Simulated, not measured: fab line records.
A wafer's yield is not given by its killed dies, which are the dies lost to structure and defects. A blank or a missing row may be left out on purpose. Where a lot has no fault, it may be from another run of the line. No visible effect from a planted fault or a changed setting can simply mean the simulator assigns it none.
Problem report, 8D (eight disciplines) form, completed by code || flow nand harc || the parts of the form that need people (team, actions taken, sign-off) are left out

## 1. PROBLEM STATEMENT
time to endpoint s at NHARC_P_CONTACT_CMP_24 reads a mean of 19 s on 3 wafers of 2 lots; wafers without a fault read 41 s with a standard deviation of 3.4. Measured from the usual mean, that is -6.6 standard deviations.
The step: polishes, t overpolish 30 s, target thk 200 nm.
First seen on wafer L612.5, day 8 15:02, on cmp-04. The record holds 36 wafers of 12 lots with a number at this step. The rule behind "out" and "out of limits": a value lying over 4 standard deviations away from the usual mean. The other wafers with a number count as sound.

## 2. WHAT IT IS; WHAT IT IS NOT
{"question": "which readings at this step", "is": "time to endpoint s", "is not": "motor current A, overpolish run s, slurry flow ml min"}
{"question": "which lots", "is": "L612, L613", "is not": "L607, L609, L614, L621, L622, L623, L625, L626, L628, L629"}
{"question": "which wafers of those lots", "is": "L612.5, L613.2, L613.3", "is not": "L612.4, L612.6, L613.1"}
{"question": "read on which tools", "is": "cmp-03, cmp-04", "is not": "cmp-01"}
{"question": "when", "is": "from day 8 15:02", "is not": "up to then (8 sound wafers); but 25 sound wafers of L613, L614, L621, L622, L623, L625, L626, L628, L629 came after"}

## 3. THE SUSPECTS, EACH WITH WHAT RULES IT OUT
Counting: any tool at a process step up to the reading remains a suspect provided it ran every lot that is out. Sound lots after the first of them don't rule it out here, since some wafers of a struck lot are sound.
- cvd w-01 at NHARC_P_CONTACT_CVD_23 (deposits W, target thk 200 nm, time 557 s): kept. Ran every lot that is out, first one L612 (day 8 14:34); last sound lot up to then L609 (day 7 10:07).
- Within cvd w-01 at NHARC_P_CONTACT_CVD_23, the wafers that are out were processed in chamber 1 and their sound lot-mates in chamber 0.
Left after counting: cvd w-01 at NHARC_P_CONTACT_CVD_23.

## 4. THE CAUSE (what the simulator had put in)
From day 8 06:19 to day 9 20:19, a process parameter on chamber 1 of cvd w-01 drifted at NHARC_P_CONTACT_CVD_23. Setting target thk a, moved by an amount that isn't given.
Counting left only this tool.

## 5. THE EFFECT CHAIN, in route order
Each row: a reading whose mean over the struck wafers that have a number lies more than 3 standard deviations from the usual. Scope: only readings with a usual standard deviation given in the record; hours: median across lots of the time from each lot's start at the first step in this table that gives one to its start at this step; sigmas: change in usual standard deviations.
{"hours": 0, "step": "NHARC_P_CONTACT_CMP_24", "reading": "time to endpoint s", "usual": "41 s", "on struck wafers": 19, "change": -22, "sigmas": -6.6}
Process steps it contains:
- NHARC_P_CONTACT_CMP_24: polishes, t overpolish 30 s, target thk 200 nm.
Later measuring or inspecting steps at which every struck wafer that the step has a row for has a number for every such reading, and none has moved that far: NHARC_P_CONTACT_INSPECT_27.

## 6. WHAT WOULD HAVE CAUGHT IT SOONER
In this record the first reading out of limits was taken at day 8 15:02, 9 hours after the fault began at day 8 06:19.
Of the tool readings at NHARC_P_CONTACT_CVD_23 for which the record gives a usual standard deviation, none was out on any struck wafer, so an alarm limit of 4 standard deviations on them would not have fired.
Lots out: 2; of these, L613 started NHARC_P_CONTACT_CVD_23 on cvd w-01 after day 8 15:02. Holding the tool at that time would have saved it.
